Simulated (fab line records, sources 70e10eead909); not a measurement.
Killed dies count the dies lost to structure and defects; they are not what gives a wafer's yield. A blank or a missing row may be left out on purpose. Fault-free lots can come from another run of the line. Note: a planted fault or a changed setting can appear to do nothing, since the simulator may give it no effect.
Chamber matching ; flow nand-harc ; NHARC_P_M0_DESCUM_14 on rie-diel-10: 4 sister chambers
The step chemistry O2, time 3 s. 8 wafers are shown with their chamber, then 9 later ones without.

## EACH WAFER AND ITS CHAMBER
wafer;chamber;drypump-motor-current-A (A);showerhead-plenum-p-Torr (Torr)
L076.3;3;4.7;1.93
L078.2;2;6.1;2.07
L078.6;1;6.4;1.94
L083.2;2;6.0;2.06
L083.4;1;6.4;1.93
L090.2;0;5.5;1.94
L090.5;0;5.5;1.94
L090.6;3;4.7;1.91

## WAFERS WITH NO CHAMBER GIVEN
wafer;drypump-motor-current-A (A);showerhead-plenum-p-Torr (Torr)
L091.1;6.1;2.05
L091.2;5.4;1.94
L091.3;6.4;1.92
L094.1;5.4;1.94
L094.3;4.7;1.91
L094.6;6.4;1.92
L097.3;4.7;1.91
L097.4;5.4;1.93
L097.6;4.7;1.91

## WHICH CHAMBER EACH WENT THROUGH
wafer;from the rows above;in truth
L091.1;2;2
L091.2;0;0
L091.3;1;1
L094.1;0;0
L094.3;3;3
L094.6;1;1
L097.3;3;3
L097.4;0;0
L097.6;3;3
Placed correctly: 9 of 9. Number that these rows cannot place: 0. Placed wrongly: 0.
How it was worked out, from the rows above alone: a wafer's distance from a chamber is the root of the sum, over the readings, of the square of ((its reading less the chamber's mean) divided by the reading's scatter). If the next closest chamber is less than 2 further off than the closest, the wafer can't be placed; otherwise it belongs to the closest. The mean given for a chamber averages the wafers shown for that chamber. The scatter: take each reading less its chamber's mean, square it, sum over the shown wafers, divide by the number of wafers less the number of chambers, and take the root.
